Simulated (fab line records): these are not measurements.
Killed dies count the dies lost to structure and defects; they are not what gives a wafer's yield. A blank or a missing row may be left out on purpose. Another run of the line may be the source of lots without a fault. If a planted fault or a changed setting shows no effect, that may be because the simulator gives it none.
fab line records	flow nandHarc
[record] lots = 15	wafers = 45	lastDay = 34
route steps=1302 shown A_BLC@1119 A_M0@1144
lots that met no fault: from a run of the same line without faults
startH: start of the lot's first displayed wafer, in hours after the record's first day	waitH: hours since the lot's step before	" identical to the entry in the row above	L1.1+2: one row covering several wafers at once	- either no value or no given start	* or withheld: withheld	< > ~ a bound
route shown NAME@n: names a module that has steps shown in the file, with the first one's number in the route	usual: mean/standard deviation of fault-free wafers	same: alike in all rows	chamber/n: place in a boat	sites: readings site by site	_std_site: standard deviation across them	_edge_site: outer sites' mean less inner sites'	radiusMm: how far each site lies from the wafer's centre	mask NAME#n: copy n	behind: the last tool/chamber to shape the wafer	hold: the reason the lot was held/the length of the hold in hours/how it ended	device: whichever transistor did not switch (one of n, p or np)	end of line: at the end of the route, the tests of the same wafers	where a step has no rows: the recipe by itself	killed: not the wafer's yield, but the dies lost to structure and defects at the first sort	map: shows each die of a wafer: x if killed, . if not, _ if none is there
set.NAME: the setting as run; set.NAME@STEP: as run at that earlier step	model.NAME: the simulator's own value behind a step, which no gauge read
a sample of lots followed through the steps of the route, with each step as a table and each wafer as a row
services: from which hour (startH, from the record's first day; less than 0 if before it) a tool's chamber was out of use, for how many hours, and why
[[steps]]
[step NHARC_A_BLC_INSPECT_12]
[usual] rawDefectCount = 80/35
lot.wafer	tool	chamber	startH	waitH	rawDefectCount
L617.1	defectInspect-02	-	534.36	0.0	114
L617.2	"	-	"	"	96
L617.4	"	-	"	"	114
L615.2	defectInspect-01	-	536.05	0.0	97
L615.4	"	-	"	"	98
L615.6	"	-	"	"	102
L614.2	defectInspect-01	-	538.45	0.0	56
L614.4	"	-	"	"	61
L614.6	"	-	"	"	69
L616.1	defectInspect-02	-	542.12	0.0	120
L616.3	"	-	"	"	108
L616.4	"	-	"	"	106
L618.1	defectInspect-01	-	558.93	0.0	73
L618.4	"	-	"	"	69
L618.6	"	-	"	"	79
L620.1	defectInspect-01	-	581.46	0.0	67
L620.4	"	-	"	"	60
L620.6	"	-	"	"	64
L621.2	defectInspect-01	-	589.59	0.0	152
L621.4	"	-	"	"	179
L621.6	"	-	"	"	153
L627.1	defectInspect-01	-	649.35	0.0	63
L627.2	"	-	"	"	61
L627.6	"	-	"	"	64
L625.1	defectInspect-01	-	656.51	0.0	64
L625.2	"	-	"	"	85
L625.5	"	-	"	"	77
L628.2	defectInspect-01	-	659.48	0.0	98
L628.4	"	-	"	"	97
L628.6	"	-	"	"	90
L626.1	defectInspect-02	-	662.46	0.0	49
L626.4	"	-	"	"	45
L626.5	"	-	"	"	50
L629.1	defectInspect-01	-	669.78	0.0	19
L629.3	"	-	"	"	21
L629.6	"	-	"	"	31
L630.1	defectInspect-01	-	683.51	0.0	109
L630.3	"	-	"	"	112
L630.6	"	-	"	"	111
L632.3	defectInspect-02	-	712.47	0.0	124
L632.4	"	-	"	"	112
L632.6	"	-	"	"	124
L637.4	defectInspect-02	-	768.69	0.0	58
L637.5	"	-	"	"	53
L637.6	"	-	"	"	47
[step NHARC_A_BLC_DESCUM_15]
[recipe] timeS = 3	o2FlowSccm = 200	arFlowSccm = 0	biasPowerW = 0	chemistry = O2
[usual] chamberPressureMTorr = 60.00/0.056	drypumpMotorCurrentA = 5.67/0.27	oesProductAu = 1.002/0.0068	rfVppV = 57.8/0.96	showerheadPlenumPTorr = 1.91/0.084	throttleValvePct = 11.312/0.0093
lot.wafer	tool	chamber	startH	waitH	chamberPressureMTorr	drypumpMotorCurrentA	oesProductAu	rfHoursCounterH	rfVppV	showerheadPlenumPTorr	throttleValvePct
L617.1	rieDiel-13	0	534.43	0.1	60.04	5.99	0.995	0	58.0	2.05	11.321
L617.4	"	1	"	"	60.04	5.61	1.004	0	57.6	2.00	11.326
L617.2	"	2	"	"	59.98	5.62	1.001	0	55.6	1.78	11.316
L615.2	rieDiel-13	1	536.11	0.1	60.11	5.59	1.004	1	58.8	2.00	11.334
L615.4	"	3	"	"	60.02	6.03	1.007	1	56.4	1.90	11.335
L615.6	"	1	"	"	60.08	5.56	1.011	-	57.7	2.00	11.311
L614.2	rieDiel-13	0	538.51	0.1	60.00	5.99	1.000	1	59.2	2.05	11.325
L614.4	"	3	"	"	59.99	6.05	0.999	1	57.5	1.90	11.307
L614.6	"	0	"	"	59.94	6.01	0.998	-	58.8	2.05	11.309
L616.4	rieDiel-04	3	542.18	0.1	59.98	5.34	1.004	0	57.1	1.98	11.305
L616.1	"	0	"	"	60.04	5.91	1.008	0	58.4	1.86	11.315
L616.3	"	2	"	"	60.00	5.67	1.004	0	58.7	1.92	11.320
L618.1	rieDiel-04	0	558.99	0.1	60.09	5.92	1.008	2	58.2	1.86	11.306
L618.4	"	1	"	"	59.97	5.35	1.004	2	58.8	1.82	11.313
L618.6	"	0	"	"	60.03	5.91	0.998	-	56.4	1.86	11.304
L620.4	rieDiel-13	2	581.53	0.1	59.94	5.62	1.008	4	57.2	1.78	11.329
L620.1	"	3	"	"	59.99	6.03	1.014	5	57.2	1.90	11.327
L620.6	"	1	"	"	60.02	5.58	1.000	-	57.0	1.99	11.307
L621.4	rieDiel-04	1	589.67	0.1	60.01	5.38	1.001	5	57.8	1.82	11.294
L621.2	"	2	"	"	60.08	5.67	1.001	5	58.0	1.92	11.320
L621.6	"	3	"	"	60.06	5.33	1.001	-	56.8	1.97	11.300
L627.2	rieDiel-13	0	649.42	0.1	59.84	6.01	1.012	9	57.1	2.05	11.303
L627.1	"	1	"	"	59.92	5.62	0.999	9	58.5	1.99	11.310
L627.6	"	3	"	"	59.94	6.04	1.006	-	58.4	1.90	11.315
L625.1	rieDiel-12	3	656.57	0.1	60.01	5.49	0.995	6	57.7	1.84	11.324
L625.2	"	1	"	"	59.97	5.64	0.989	6	58.4	1.94	11.293
L625.5	"	2	"	"	59.85	5.20	0.996	-	57.2	1.85	11.290
L628.4	rieDiel-04	2	659.56	0.1	60.10	5.62	1.001	12	58.7	1.92	11.308
L628.2	"	3	"	"	59.94	5.32	0.996	12	56.8	1.97	11.313
L628.6	"	1	"	"	60.05	5.36	0.987	-	56.7	1.82	11.324
L626.4	rieDiel-13	3	662.52	0.1	60.01	6.06	1.000	10	59.8	1.90	11.321
L626.1	"	0	"	"	59.94	6.01	0.998	10	57.9	2.05	11.304
L626.5	"	2	"	"	59.98	5.67	1.000	-	55.7	1.78	11.301
L629.3	rieDiel-04	1	669.86	0.1	59.99	5.40	0.999	12	56.9	1.82	11.315
L629.1	"	2	"	"	59.93	5.67	1.003	13	59.0	1.92	11.311
L629.6	"	3	"	"	60.06	5.32	1.009	-	57.3	1.97	11.306
L630.3	rieDiel-04	2	683.59	0.1	59.98	5.67	1.003	14	57.3	1.92	11.316
L630.1	"	3	"	"	59.90	5.33	1.005	13	58.3	1.97	11.300
L630.6	"	1	"	"	59.94	5.36	1.005	-	56.9	1.82	11.308
L632.3	rieDiel-13	2	712.53	0.1	60.05	5.59	1.007	1	55.8	1.78	11.309
L632.4	"	0	"	"	60.03	6.00	0.996	0	58.6	2.04	11.314
L632.6	"	2	"	"	59.91	5.63	1.005	-	57.7	1.78	11.325
L637.4	rieDiel-04	0	768.76	0.1	60.04	5.89	1.000	3	58.4	1.85	11.304
L637.5	"	3	"	"	60.00	5.33	1.009	-	56.2	1.97	11.310
L637.6	"	0	"	"	60.07	5.93	1.002	-	56.5	1.85	11.326
[step NHARC_A_M0_EXPOSE_06]
[recipe] na = 1.35	targetCdNm = 80	doseMj = 83.25	maskId = A_M0
[usual] exposureDoseMJCm2 = 83.24/0.093
lot.wafer	tool	chamber	startH	waitH	mask	exposureDoseMJCm2
L617.1	arfiScanner-02	0	538.12	-	A_M0#0	83.10
L617.2	"	0	"	"	A_M0#0	83.24
L617.4	"	0	"	"	A_M0#0	83.28
L615.2	arfiScanner-03	0	539.85	-	A_M0#0	83.19
L615.4	"	0	"	"	A_M0#0	83.11
L615.6	"	0	"	"	A_M0#0	83.05
L614.2	arfiScanner-02	0	542.24	-	A_M0#0	83.19
L614.4	"	0	"	"	A_M0#0	83.11
L614.6	"	0	"	"	A_M0#0	83.20
L616.1	arfiScanner-03	0	545.91	-	A_M0#0	83.12
L616.3	"	0	"	"	A_M0#0	83.14
L616.4	"	0	"	"	A_M0#0	83.11
L618.1	arfiScanner-01	0	562.71	-	A_M0#0	83.39
L618.4	"	0	"	"	A_M0#0	83.32
L618.6	"	0	"	"	A_M0#0	83.33
L620.1	arfiScanner-03	0	585.65	-	A_M0#0	83.15
L620.4	"	0	"	"	A_M0#0	83.28
L620.6	"	0	"	"	A_M0#0	83.19
L621.2	arfiScanner-02	0	593.83	-	A_M0#0	83.40
L621.4	"	0	"	"	A_M0#0	83.37
L621.6	"	0	"	"	A_M0#0	83.40
L627.1	arfiScanner-01	0	653.59	-	A_M0#0	52.51
L627.2	"	0	"	"	A_M0#0	52.47
L627.6	"	0	"	"	A_M0#0	52.39
L625.1	arfiScanner-03	0	660.31	-	A_M0#0	83.31
L625.2	"	0	"	"	A_M0#0	83.22
L625.5	"	0	"	"	A_M0#0	83.06
L628.2	arfiScanner-01	0	663.25	-	A_M0#0	58.67
L628.4	"	0	"	"	A_M0#0	58.63
L628.6	"	0	"	"	A_M0#0	58.60
L626.1	arfiScanner-03	0	666.33	-	A_M0#0	83.21
L626.4	"	0	"	"	A_M0#0	83.18
L626.5	"	0	"	"	A_M0#0	83.32
L629.1	arfiScanner-01	0	673.57	-	A_M0#0	60.86
L629.3	"	0	"	"	A_M0#0	60.65
L629.6	"	0	"	"	A_M0#0	60.68
L630.1	arfiScanner-02	0	687.28	-	A_M0#0	83.24
L630.3	"	0	"	"	A_M0#0	83.32
L630.6	"	0	"	"	A_M0#0	83.25
L632.3	arfiScanner-02	0	716.44	-	A_M0#0	83.37
L632.4	"	0	"	"	A_M0#0	83.43
L632.6	"	0	"	"	A_M0#0	83.27
L637.4	arfiScanner-03	0	772.72	-	A_M0#0	83.18
L637.5	"	0	"	"	A_M0#0	83.25
L637.6	"	0	"	"	A_M0#0	83.05
[step NHARC_A_M0_CD_MEAS_09]
[recipe] targetCdNm = 80	landingEnergyEv = 500
[usual] cdNm = 80.0/0.59
lot.wafer	tool	chamber	startH	waitH	cdNm
L617.1	cdSem-01	0	538.26	-	80.3
L617.2	"	0	"	"	79.7
L617.4	"	0	"	"	80.3
L615.2	cdSem-02	0	539.99	-	80.1
L615.4	"	0	"	"	80.1
L615.6	"	0	"	"	80.2
L614.2	cdSem-01	0	542.38	-	78.8
L614.4	"	0	"	"	80.1
L614.6	"	0	"	"	78.9
L616.1	cdSem-02	0	546.05	-	79.3
L616.3	"	0	"	"	79.5
L616.4	"	0	"	"	79.7
L618.1	cdSem-03	0	562.85	-	80.8
L618.4	"	0	"	"	80.7
L618.6	"	0	"	"	81.0
L620.1	cdSem-02	0	585.79	-	80.2
L620.4	"	0	"	"	80.4
L620.6	"	0	"	"	80.4
L621.2	cdSem-03	0	593.98	-	80.1
L621.4	"	0	"	"	79.6
L621.6	"	0	"	"	79.5
L627.1	cdSem-01	0	653.73	-	49.7
L627.2	"	0	"	"	49.7
L627.6	"	0	"	"	50.4
L625.1	cdSem-03	0	660.45	-	80.4
L625.2	"	0	"	"	80.5
L625.5	"	0	"	"	80.6
L628.2	cdSem-01	0	663.39	-	56.2
L628.4	"	0	"	"	56.1
L628.6	"	0	"	"	55.9
L626.1	cdSem-02	0	666.47	-	81.2
L626.4	"	0	"	"	80.7
L626.5	"	0	"	"	80.9
L629.1	cdSem-01	0	673.70	-	59.8
L629.3	"	0	"	"	59.7
L629.6	"	0	"	"	59.5
L630.1	cdSem-02	0	687.42	-	79.6
L630.3	"	0	"	"	79.8
L630.6	"	0	"	"	80.7
L632.3	cdSem-03	0	716.57	-	80.8
L632.4	"	0	"	"	80.6
L632.6	"	0	"	"	80.8
L637.4	cdSem-01	0	772.86	-	79.8
L637.5	"	0	"	"	80.2
L637.6	"	0	"	"	79.9
[step NHARC_A_M0_INSPECT_11]
[usual] rawDefectCount = 81/36
lot.wafer	tool	chamber	startH	waitH	rawDefectCount
L617.1	defectInspect-02	-	538.38	0.0	121
L617.2	"	-	"	"	99
L617.4	"	-	"	"	120
L615.2	defectInspect-02	-	540.11	0.0	98
L615.4	"	-	"	"	104
L615.6	"	-	"	"	112
L614.2	defectInspect-01	-	542.50	0.0	57
L614.4	"	-	"	"	68
L614.6	"	-	"	"	77
L616.1	defectInspect-01	-	546.18	0.0	124
L616.3	"	-	"	"	120
L616.4	"	-	"	"	116
L618.1	defectInspect-01	-	562.97	0.0	70
L618.4	"	-	"	"	69
L618.6	"	-	"	"	76
L620.1	defectInspect-02	-	585.91	0.0	62
L620.4	"	-	"	"	61
L620.6	"	-	"	"	65
L621.2	defectInspect-02	-	594.11	0.0	159
L621.4	"	-	"	"	178
L621.6	"	-	"	"	159
L627.1	defectInspect-02	-	653.86	0.0	66
L627.2	"	-	"	"	63
L627.6	"	-	"	"	69
L625.1	defectInspect-01	-	660.58	0.0	65
L625.2	"	-	"	"	89
L625.5	"	-	"	"	80
L628.2	defectInspect-01	-	663.51	0.0	101
L628.4	"	-	"	"	110
L628.6	"	-	"	"	86
L626.1	defectInspect-02	-	666.59	0.0	43
L626.4	"	-	"	"	50
L626.5	"	-	"	"	47
L629.1	defectInspect-02	-	673.83	0.0	22
L629.3	"	-	"	"	19
L629.6	"	-	"	"	30
L630.1	defectInspect-02	-	687.54	0.0	109
L630.3	"	-	"	"	104
L630.6	"	-	"	"	110
L632.3	defectInspect-02	-	716.69	0.0	128
L632.4	"	-	"	"	119
L632.6	"	-	"	"	126
L637.4	defectInspect-01	-	772.97	0.0	58
L637.5	"	-	"	"	55
L637.6	"	-	"	"	48
[[services]]
tool	chamber	startH	hours	kind
rieDiel-04	0	511.60	-	clean
rieDiel-04	1	511.60	-	clean
rieDiel-04	2	511.60	-	clean
rieDiel-13	-	519.00	9.0	pm
rieDiel-04	-	532.27	9.0	pm
arfiScanner-03	-	541.47	4.0	pm
arfiScanner-03	-	566.28	3.2	repair
rieDiel-12	3	581.95	8.1	repair
arfiScanner-01	-	596.00	4.0	pm
arfiScanner-02	-	609.27	1.9	repair
rieDiel-12	-	626.06	9.0	pm
arfiScanner-03	-	626.25	1.8	repair
arfiScanner-02	-	656.37	4.0	pm
rieDiel-04	2	688.07	2.8	repair
rieDiel-12	3	690.97	7.7	repair
rieDiel-13	-	696.00	9.0	pm
arfiScanner-01	-	698.24	0.5	repair
arfiScanner-02	-	705.81	0.4	repair
rieDiel-04	-	709.27	9.0	pm
arfiScanner-03	-	713.47	4.0	pm
rieDiel-04	0	724.14	7.7	repair
rieDiel-12	2	726.98	7.3	repair
arfiScanner-01	-	758.30	1.8	repair
arfiScanner-01	-	768.00	4.0	pm
[[key]]
[firstSign] step = NHARC_A_M0_EXPOSE_06	reading = exposureDoseMJCm2	direction = down	sigmas = 99+	usual = 83.24	struck = 57.27
[effect] step = NHARC_A_M0_CD_MEAS_09	reading = cdNm	direction = down	sigmas = 42	usual = 80.0	struck = 55.2	through = controlLoop
metAt NHARC_A_M0_EXPOSE_06
struckLots L627,L628,L629
laterRowsLeftOut L627.1,L627.2,L627.6,L628.2,L628.4,L628.6,L629.1,L629.3,L629.6
sortLeftOut L627.1,L627.2,L627.6,L628.2,L628.4,L628.6,L629.1,L629.3,L629.6
[loopTrim] step = NHARC_A_M0_EXPOSE_06	setting = dose	lots = L628,L629
notActingAt NHARC_A_BLC_INSPECT_12,NHARC_A_BLC_DESCUM_15,NHARC_A_M0_INSPECT_11
onsetBetween 562.71 653.59
[fault] kind = processParameterDrift	tool = arfiScanner-01	chamber = -	onsetH = 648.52	steps = NHARC_A_M0_EXPOSE_06	channel = doseMj	offset = -30.854	shape = step	actsIn = theseRecipesOnly	stated = 83.25
// sortLeftOut: the simulated sort isn't trusted on such a fault, so these wafers' sort isn't shown, and their yield isn't known
// laterRowsLeftOut: the simulator's readings of these wafers behind a module that went badly wrong aren't trusted and aren't shown, but for the sort
// loopTrim: a control loop set the setting to another value than it would have without faults
